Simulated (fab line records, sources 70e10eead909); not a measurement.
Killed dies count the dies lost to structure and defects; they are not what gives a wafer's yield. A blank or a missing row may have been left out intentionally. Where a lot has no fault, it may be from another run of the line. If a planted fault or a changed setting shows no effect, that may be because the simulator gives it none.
fab line records ; flow nandHarc
record lots=11; wafers=33; lastDay=34
route steps=1302 shown P_GATE@145 P_CONTACT@233 END@1302
lots untouched by any fault: they come from a run of this same line in which no faults occurred
startH: hours from the record's first day to the start of the lot's first wafer shown ; waitH: how many hours have passed since the lot's step before this one ; " same as the row above ; L1.1+2: a row that stands for several wafers ; - no value, or no start given ; * or withheld: withheld ; < > ~ a bound
route shown NAME@n: NAME is a module with steps in the file, n the number in the route of the first one ; usual: the fault-free wafers' mean and standard deviation ; same: alike in all rows ; chamber/n: place in a boat ; sites: per-site readings ; _std_site: standard deviation of those values ; _edge_site: outer sites' mean less inner sites' ; radiusMm: for every site, how far away it sits from the centre of the wafer ; mask NAME#n: copy n ; behind: the last tool/chamber to shape the wafer ; hold: cause of the lot's hold/its duration in hours/its outcome ; device: the n, p or np transistor that did not switch ; end of line: the route-end tests of the same wafers ; a step without rows: its recipe alone ; killed: not the wafer's yield, but the dies lost to structure and defects at the first sort ; map: per-die view of a wafer (x killed, . not killed, _ where there is no die)
set.NAME: the run value of the setting; set.NAME@STEP: its run value at that earlier step ; model.NAME: the simulator's own value behind a step, which no gauge read
route steps across a sampled set of lots; one table per step, one row per wafer
services: from which hour (startH, from the record's first day; less than 0 if before it) a tool's chamber was out of use, for how many hours, and why
## steps
# step NHARC_P_GATE_ETCH_104
# recipe targetDepthA=600; timeS=withheld; cf4FlowSccm=100; chf3FlowSccm=30; arFlowSccm=0; rfW=500; biasW=200; chemistry=CF4/CHF3
# usual drypumpMotorCurrentA=5.6/0.4; oesProductAu=0.943/0.023; rfVppV=370.8/2; showerheadPlenumPTorr=1.58/0.054; throttleValvePct=16.801/0.0098
lot.wafer;tool;chamber;startH;waitH;drypumpMotorCurrentA;oesProductAu;rfVppV;showerheadPlenumPTorr;throttleValvePct
L569.2;rieDiel-10;2;107.27;0.1;5.8;0.926;371.0;1.59;16.818
L569.1;rieDiel-10;3;107.27;0.1;5.6;0.917;370.4;1.54;16.792
L569.5;rieDiel-10;2;107.27;0.1;5.8;0.934;371.1;1.59;16.795
L570.2;rieDiel-01;1;121.28;0.1;5.5;0.965;372.2;1.62;16.809
L570.3;rieDiel-01;0;121.28;0.1;4.9;0.986;368.9;1.53;16.807
L570.5;rieDiel-01;1;121.28;0.1;5.5;0.958;373.0;1.62;16.815
L575.1;rieDiel-10;3;161.74;0.1;5.6;0.957;370.0;1.54;16.800
L575.2;rieDiel-10;1;161.74;0.1;5.5;0.977;368.0;1.57;16.791
L575.5;rieDiel-10;2;161.74;0.1;5.8;0.969;371.6;1.59;16.812
L579.1;rieDiel-10;1;207.95;0.1;5.5;0.979;369.9;1.57;16.796
L579.3;rieDiel-10;3;207.95;0.1;5.6;0.967;367.8;1.54;16.798
L579.6;rieDiel-10;0;207.95;0.1;6.0;0.958;375.7;1.69;16.803
L580.6;rieDiel-10;2;217.96;0.0;5.8;0.930;371.3;1.59;16.820
L580.5;rieDiel-10;3;217.96;0.0;5.6;0.925;369.4;1.54;16.791
L580.4;rieDiel-10;0;217.96;0.0;6.0;0.918;374.5;1.69;16.800
L581.3;rieDiel-01;1;221.79;0.1;5.5;0.964;371.7;1.62;16.793
L581.2;rieDiel-01;2;221.79;0.1;6.0;0.966;370.9;1.54;16.794
L581.4;rieDiel-01;3;221.79;0.1;5.1;0.947;368.9;1.52;16.805
L582.2;rieDiel-03;0;245.57;0.1;5.4;0.903;373.6;1.62;16.798
L582.3;rieDiel-03;1;245.57;0.1;6.1;0.904;373.1;1.62;16.817
L582.5;rieDiel-03;3;245.57;0.1;6.1;0.921;367.4;1.49;16.805
L584.1;rieDiel-03;2;261.47;0.1;4.9;0.932;371.8;1.61;16.808
L584.4;rieDiel-03;0;261.47;0.1;5.4;0.926;370.7;1.62;16.817
L584.5;rieDiel-03;1;261.47;0.1;6.1;0.908;373.4;1.62;16.790
L585.3;rieDiel-01;1;270.87;0.1;5.5;0.918;373.0;1.62;16.783
L585.1;rieDiel-01;2;270.87;0.1;6.0;0.916;367.4;1.54;16.812
L585.5;rieDiel-01;1;270.87;0.1;5.5;0.915;371.6;1.62;16.795
L586.3;rieDiel-01;0;273.04;0.1;4.9;0.964;369.5;1.53;16.805
L586.1;rieDiel-01;3;273.04;0.1;5.1;0.973;367.0;1.52;16.803
L586.5;rieDiel-01;0;273.04;0.1;4.9;0.961;370.3;1.53;16.786
L591.3;rieDiel-10;1;332.94;0.1;5.5;0.928;369.3;1.57;16.801
L591.4;rieDiel-10;0;332.94;0.1;6.0;0.916;375.4;1.69;16.805
L591.5;rieDiel-10;2;332.94;0.1;5.8;0.938;370.5;1.59;16.803
# step NHARC_P_GATE_DESCUM_61
# recipe timeS=3; o2FlowSccm=200; arFlowSccm=0; biasPowerW=0; chemistry=O2
# usual drypumpMotorCurrentA=5.6/0.4; oesProductAu=0.999/0.0096; rfVppV=57.7/0.89; showerheadPlenumPTorr=1.92/0.07; throttleValvePct=11.311/0.0091
# same biasPowerW=0
lot.wafer;tool;chamber;startH;waitH;drypumpMotorCurrentA;oesProductAu;rfHoursCounterH;rfVppV;showerheadPlenumPTorr;throttleValvePct
L569.2;rieDiel-10;2;120.78;-;5.8;1.010;3;57.1;1.94;11.295
L569.1;rieDiel-10;3;120.78;-;5.6;0.994;3;56.9;1.87;11.315
L569.5;rieDiel-10;1;120.78;-;5.5;0.998;-;57.5;1.91;11.300
L570.3;rieDiel-10;2;134.75;-;5.8;1.012;3;58.0;1.94;11.299
L570.2;rieDiel-10;0;134.75;-;6.0;0.980;4;59.6;2.06;11.298
L570.5;rieDiel-10;2;134.75;-;5.8;1.012;-;57.9;1.94;11.309
L575.1;rieDiel-03;0;175.51;-;5.4;0.992;4;59.0;1.98;11.302
L575.2;rieDiel-03;2;175.51;-;4.9;0.998;4;59.0;1.97;11.307
L575.5;rieDiel-03;3;175.51;-;6.1;1.010;-;55.6;1.80;11.313
L579.3;rieDiel-03;1;221.65;-;6.1;0.987;8;56.8;1.97;11.310
L579.1;rieDiel-03;3;221.65;-;6.1;1.008;8;57.1;1.80;11.311
L579.6;rieDiel-03;1;221.65;-;6.1;0.981;-;57.5;1.97;11.327
L580.4;rieDiel-10;3;231.84;-;5.6;0.990;9;57.2;1.87;11.297
L580.6;rieDiel-10;3;231.84;-;5.6;1.012;-;57.7;1.87;11.307
L580.5;rieDiel-10;0;231.84;-;6.0;1.002;-;58.9;2.06;11.305
L581.3;rieDiel-10;3;235.38;-;5.6;0.995;9;57.4;1.87;11.322
L581.2;rieDiel-10;0;235.38;-;6.0;0.996;10;57.8;2.06;11.303
L581.4;rieDiel-10;1;235.38;-;5.5;1.014;10;56.9;1.90;11.309
L582.2;rieDiel-10;2;259.07;-;5.8;1.016;0;56.0;1.94;11.328
L582.3;rieDiel-10;3;259.07;-;5.6;1.016;0;58.4;1.87;11.296
L582.5;rieDiel-10;3;259.07;-;5.6;1.009;-;56.6;1.87;11.318
L584.4;rieDiel-03;1;277.00;-;6.1;0.981;12;56.9;1.97;11.307
L584.1;rieDiel-03;0;277.00;-;5.4;0.993;12;59.1;1.98;11.314
L584.5;rieDiel-03;2;277.00;-;4.9;0.999;-;59.2;1.96;11.311
L585.3;rieDiel-10;3;284.48;-;5.6;1.013;2;58.1;1.87;11.315
L585.1;rieDiel-10;1;284.48;-;5.5;1.001;1;57.7;1.90;11.315
L585.5;rieDiel-10;0;284.48;-;6.0;0.993;-;58.9;2.06;11.315
L586.3;rieDiel-10;3;286.40;-;5.6;0.997;2;57.2;1.87;11.316
L586.1;rieDiel-10;2;286.40;-;5.8;1.011;3;57.0;1.94;11.305
L586.5;rieDiel-10;0;286.40;-;6.0;0.993;-;57.5;2.06;11.323
L591.4;rieDiel-01;2;346.43;-;6.0;1.003;8;56.9;1.87;11.300
L591.3;rieDiel-01;1;346.43;-;5.5;0.992;8;58.8;1.97;11.280
L591.5;rieDiel-01;2;346.43;-;6.0;0.988;-;58.4;1.87;11.323
# step NHARC_P_GATE_DESCUM_93
# recipe timeS=3; o2FlowSccm=200; arFlowSccm=0; biasPowerW=0; chemistry=O2
# usual drypumpMotorCurrentA=5.6/0.39; oesProductAu=0.999/0.011; rfVppV=57.7/0.9; showerheadPlenumPTorr=1.92/0.073; throttleValvePct=11.312/0.0091
# same biasPowerW=0
lot.wafer;tool;chamber;startH;waitH;drypumpMotorCurrentA;oesProductAu;rfHoursCounterH;rfVppV;showerheadPlenumPTorr;throttleValvePct
L569.1;rieDiel-03;2;122.34;-;4.9;0.990;0.1;59.0;1.97;11.292
L569.2;rieDiel-03;1;122.34;-;6.1;0.994;0.1;57.9;1.97;11.310
L569.5;rieDiel-03;3;122.34;-;6.1;1.000;-;56.8;1.81;11.318
L570.3;rieDiel-10;2;136.44;-;5.7;1.024;3.3;56.6;1.94;11.308
L570.2;rieDiel-10;3;136.44;-;5.6;0.995;2.9;57.5;1.87;11.315
L570.5;rieDiel-10;3;136.44;-;5.6;1.006;-;57.6;1.87;11.304
L575.2;rieDiel-10;1;177.13;-;5.5;0.994;7.5;59.1;1.91;11.311
L575.1;rieDiel-10;2;177.13;-;5.8;1.017;6.9;56.9;1.94;11.309
L575.5;rieDiel-10;2;177.13;-;5.7;1.001;-;57.7;1.94;11.311
L579.3;rieDiel-03;2;223.38;-;4.9;0.997;8.0;56.7;1.97;11.309
L579.1;rieDiel-03;0;223.38;-;5.4;0.981;8.1;58.2;1.98;11.309
L579.6;rieDiel-03;3;223.38;-;6.1;1.007;-;57.6;1.80;11.316
L580.4;rieDiel-03;1;233.57;-;6.1;0.982;8.1;58.1;1.97;11.320
L580.5;rieDiel-03;0;233.57;-;5.4;0.975;-;57.5;1.98;11.299
L580.6;rieDiel-03;1;233.57;-;6.1;0.972;-;58.1;1.97;11.314
L581.2;rieDiel-10;3;237.10;-;5.6;1.002;8.8;57.9;1.87;11.317
L581.4;rieDiel-10;0;237.10;-;6.0;0.990;9.7;57.9;2.06;11.299
L581.3;rieDiel-10;2;237.10;-;5.7;1.009;9.9;58.1;1.94;11.304
L582.2;rieDiel-10;3;260.66;-;5.6;1.017;0.0;58.0;1.87;11.329
L582.3;rieDiel-10;0;260.66;-;6.0;1.001;0.0;58.9;2.06;11.323
L582.5;rieDiel-10;0;260.66;-;6.0;1.006;-;56.8;2.06;11.308
L584.1;rieDiel-10;0;278.59;-;6.0;1.002;1.2;59.5;2.06;11.303
L584.4;rieDiel-10;1;278.59;-;5.5;1.006;1.5;57.7;1.90;11.309
L584.5;rieDiel-10;3;278.59;-;5.6;1.011;-;57.7;1.87;11.325
L585.3;rieDiel-10;2;286.22;-;5.7;1.011;2.6;59.0;1.94;11.312
L585.1;rieDiel-10;3;286.22;-;5.6;1.001;2.5;57.5;1.87;11.317
L585.5;rieDiel-10;1;286.22;-;5.6;0.999;-;57.0;1.90;11.307
L586.3;rieDiel-10;3;288.12;-;5.6;1.001;2.5;59.0;1.87;11.306
L586.1;rieDiel-10;1;288.12;-;5.5;0.992;1.9;56.9;1.90;11.309
L586.5;rieDiel-10;0;288.12;-;6.0;0.997;-;57.2;2.06;11.323
L591.4;rieDiel-03;2;348.30;-;4.9;0.991;5.2;59.0;1.96;11.307
L591.3;rieDiel-03;0;348.30;-;5.4;0.990;3.0;58.3;1.98;11.338
L591.5;rieDiel-03;2;348.30;-;4.9;0.995;-;57.5;1.96;11.308
# step NHARC_P_GATE_INSPECT_68
# usual rawDefectCount=188/70
lot.wafer;tool;chamber;startH;waitH;rawDefectCount
L569.1;defectInspect-02;-;125.28;0.2;176
L569.2;defectInspect-02;-;125.28;0.2;244
L569.5;defectInspect-02;-;125.28;0.2;105
L570.2;defectInspect-02;-;139.35;0.1;183
L570.3;defectInspect-02;-;139.35;0.1;250
L570.5;defectInspect-02;-;139.35;0.1;108
L575.1;defectInspect-02;-;180.09;0.2;276
L575.2;defectInspect-02;-;180.09;0.2;293
L575.5;defectInspect-02;-;180.09;0.2;158
L579.1;defectInspect-01;-;226.28;0.2;924
L579.3;defectInspect-01;-;226.28;0.2;725
L579.6;defectInspect-01;-;226.28;0.2;732
L580.4;defectInspect-02;-;237.09;0.1;735
L580.5;defectInspect-02;-;237.09;0.1;720
L580.6;defectInspect-02;-;237.09;0.1;656
L581.2;defectInspect-01;-;240.74;0.3;325
L581.3;defectInspect-01;-;240.74;0.3;287
L581.4;defectInspect-01;-;240.74;0.3;220
L582.2;defectInspect-02;-;263.74;0.1;176
L582.3;defectInspect-02;-;263.74;0.1;187
L582.5;defectInspect-02;-;263.74;0.1;226
L584.1;defectInspect-01;-;281.49;0.2;229
L584.4;defectInspect-01;-;281.49;0.2;110
L584.5;defectInspect-01;-;281.49;0.2;271
L585.1;defectInspect-02;-;289.11;0.2;132
L585.3;defectInspect-02;-;289.11;0.2;152
L585.5;defectInspect-02;-;289.11;0.2;161
L586.1;defectInspect-02;-;291.03;0.2;116
L586.3;defectInspect-02;-;291.03;0.2;86
L586.5;defectInspect-02;-;291.03;0.2;96
L591.3;defectInspect-01;-;351.19;0.1;140
L591.4;defectInspect-01;-;351.19;0.1;151
L591.5;defectInspect-01;-;351.19;0.1;117
# step NHARC_P_CONTACT_OVL_MEAS_13
# usual overlayXNm=-0.2/0.66; overlayYNm=0.2/1
lot.wafer;tool;chamber;startH;waitH;overlayXNm;overlayYNm
L569.1;overlay-02;-;126.85;-;0.4;-0.2
L569.2;overlay-02;-;126.85;-;0.2;0.0
L569.5;overlay-02;-;126.85;-;-0.1;-0.3
L570.2;overlay-02;-;141.04;-;-0.4;0.7
L570.3;overlay-02;-;141.04;-;-0.5;0.0
L570.5;overlay-02;-;141.04;-;-0.6;0.6
L575.1;overlay-02;-;181.79;-;-0.3;-1.6
L575.2;overlay-02;-;181.79;-;-0.2;-1.9
L575.5;overlay-02;-;181.79;-;-0.1;-1.9
L579.1;overlay-02;-;227.99;-;-0.5;1.0
L579.3;overlay-02;-;227.99;-;-1.3;0.6
L579.6;overlay-02;-;227.99;-;-0.9;0.8
L580.4;overlay-01;-;238.79;-;1.3;-0.4
L580.5;overlay-01;-;238.79;-;0.9;-0.1
L580.6;overlay-01;-;238.79;-;1.0;-0.4
L581.2;overlay-02;-;242.31;-;-0.1;0.2
L581.3;overlay-02;-;242.31;-;-0.3;0.9
L581.4;overlay-02;-;242.31;-;0.0;0.3
L582.2;overlay-02;-;265.43;-;-0.5;1.2
L582.3;overlay-02;-;265.43;-;-0.5;1.9
L582.5;overlay-02;-;265.43;-;-0.3;1.1
L584.1;overlay-01;-;283.24;-;0.2;-0.4
L584.4;overlay-01;-;283.24;-;0.2;-0.2
L584.5;overlay-01;-;283.24;-;0.6;-0.2
L585.1;overlay-01;-;290.81;-;0.3;0.2
L585.3;overlay-01;-;290.81;-;-0.1;-0.1
L585.5;overlay-01;-;290.81;-;0.0;-0.2
L586.1;overlay-02;-;292.76;-;1.2;1.9
L586.3;overlay-02;-;292.76;-;1.0;1.0
L586.5;overlay-02;-;292.76;-;1.2;1.6
L591.3;overlay-02;-;352.76;-;-0.8;0.0
L591.4;overlay-02;-;352.76;-;-0.5;-0.1
L591.5;overlay-02;-;352.76;-;-0.4;0.2
# step NHARC_END_SORT_01
# recipe tempC=25
# usual killedAtArray=53/18; killedAtOther=1.0/1.2; killedAtPeriphery=3.6/2.4; killedDies=58/18; killedOpen=3.4/1.8; killedShort=2.3/1.5
# same grossDies=677
lot.wafer;tool;chamber;startH;waitH;killedAtArray;killedAtOther;killedAtPeriphery;killedDies;killedOpen;killedShort
L579.1;prober-02;0;675.98;2.5;65;0;46;111;2;1
L579.3;prober-02;0;677.57;3.1;60;0;85;145;3;2
L579.6;prober-02;0;679.96;4.0;68;0;91;159;6;2
L580.4;prober-01;0;684.11;3.4;29;0;73;102;3;3
L580.5;prober-01;0;684.91;3.7;41;0;95;136;1;4
L580.6;prober-01;0;685.71;4.0;40;0;85;125;2;1
# killed by level:class
L579.1 P_GATE:unspecified=45 A_CHANNEL_HOLE_D1:chamberFilmFlake=31 A_SLIT:chamberFilmFlake=19 A_CONTACT:chamberFilmFlake=9 A_CHANNEL_FILL_D1:geometricParticle:open=1 A_WL_FILL:geometricParticle:short=1 A_M1:geometricParticle:open=1 P_ZERO_WELL:chamberFilmFlake=1
L579.3 P_GATE:unspecified=83 A_CHANNEL_HOLE_D1:chamberFilmFlake=30 A_SLIT:chamberFilmFlake=21 A_M0:geometricParticle:open=2 A_CONTACT:chamberFilmFlake=2 P_M0:geometricParticle:open=1 A_ONON_D1:geometricParticle:short=1 A_SGD_CUT:geometricParticle:short=1
L579.6 P_GATE:unspecified=88 A_CHANNEL_HOLE_D1:chamberFilmFlake=34 A_SLIT:chamberFilmFlake=22 A_ONON_D1:geometricParticle:open=2 A_STAIRCASE:chamberFilmFlake=2 P_GATE:geometricParticle:short=1 A_DECK1_JOINT:geometricParticle:short=1 A_SGD_CUT:geometricParticle:open=1
L580.4 P_GATE:unspecified=73 A_SLIT:chamberFilmFlake=12 A_CHANNEL_HOLE_D1:chamberFilmFlake=5 A_STAIRCASE:chamberFilmFlake=3 A_CONTACT:chamberFilmFlake=2 A_CHANNEL_FILL_D1:geometricParticle:open=1 A_CHANNEL_HOLE_D2:geometricParticle:short=1 A_SGD_CUT:geometricParticle:short=1
L580.5 P_GATE:unspecified=94 A_SLIT:chamberFilmFlake=25 A_CHANNEL_HOLE_D1:chamberFilmFlake=7 A_CONTACT:chamberFilmFlake=4 A_ONON_D1:geometricParticle:short=2 P_M0:geometricParticle:short=1 A_SOURCE_PLATE:geometricParticle:short=1 A_M0:geometricParticle:open=1
L580.6 P_GATE:unspecified=85 A_SLIT:chamberFilmFlake=23 A_CHANNEL_HOLE_D1:chamberFilmFlake=8 A_WL_FILL:geometricParticle:open=2 A_CONTACT:chamberFilmFlake=2 A_DECK1_JOINT:geometricParticle:short=1 A_ZERO_WELL:chamberFilmFlake=1 A_STAIRCASE:chamberFilmFlake=1
## services
tool;chamber;startH;hours;kind
rieDiel-10;0;99.27;-;clean
rieDiel-10;1;99.27;-;clean
rieDiel-10;2;99.27;-;clean
rieDiel-10;3;99.27;-;clean
rieDiel-03;-;104.30;9.0;pm
rieDiel-10;0;123.77;-;clean
rieDiel-10;1;123.77;-;clean
rieDiel-10;2;123.77;-;clean
rieDiel-10;3;123.77;-;clean
rieDiel-10;0;148.27;-;clean
rieDiel-10;1;148.27;-;clean
rieDiel-10;2;148.27;-;clean
rieDiel-10;3;148.27;-;clean
rieDiel-10;0;172.77;-;clean
rieDiel-10;1;172.77;-;clean
rieDiel-01;-;203.88;9.0;pm
rieDiel-10;1;208.56;10.6;repair
rieDiel-01;0;216.30;5.2;repair
rieDiel-10;1;221.55;2.7;repair
rieDiel-10;-;242.77;9.0;pm
rieDiel-03;-;281.30;9.0;pm
rieDiel-03;3;291.79;10.1;repair
rieDiel-01;0;296.60;7.8;repair
rieDiel-10;1;318.84;3.5;repair
## key
firstSign step=NHARC_P_GATE_INSPECT_68; reading=rawDefectCount; direction=up; sigmas=8; usual=188; struck=749
effect step=NHARC_END_SORT_01; reading=killedAtPeriphery; direction=up; sigmas=31; usual=3.6; struck=79.2
moreKillsBornAt NHARC_P_GATE_ETCH_104@rieDiel-10=468
metAt NHARC_P_GATE_ETCH_104
struckLots L579,L580
testerLeftOut L579,L580
notActingAt NHARC_P_GATE_DESCUM_61,NHARC_P_GATE_DESCUM_93,NHARC_P_CONTACT_OVL_MEAS_13
onsetBetween 161.74 207.95
fault kind=chamberParticleSource; tool=rieDiel-10; chamber=-; onsetH=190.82; steps=NHARC_P_GATE_ETCH_104; ratePerVisitCm2=0.83379; endH=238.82
# testerLeftOut: of these lots the tester's yield and bins aren't shown, on N5 and GAA mostly nor the transistor test; their killed dies are dies lost to structure and defects alone, not to doping, threshold or leakage, so they don't give the yield
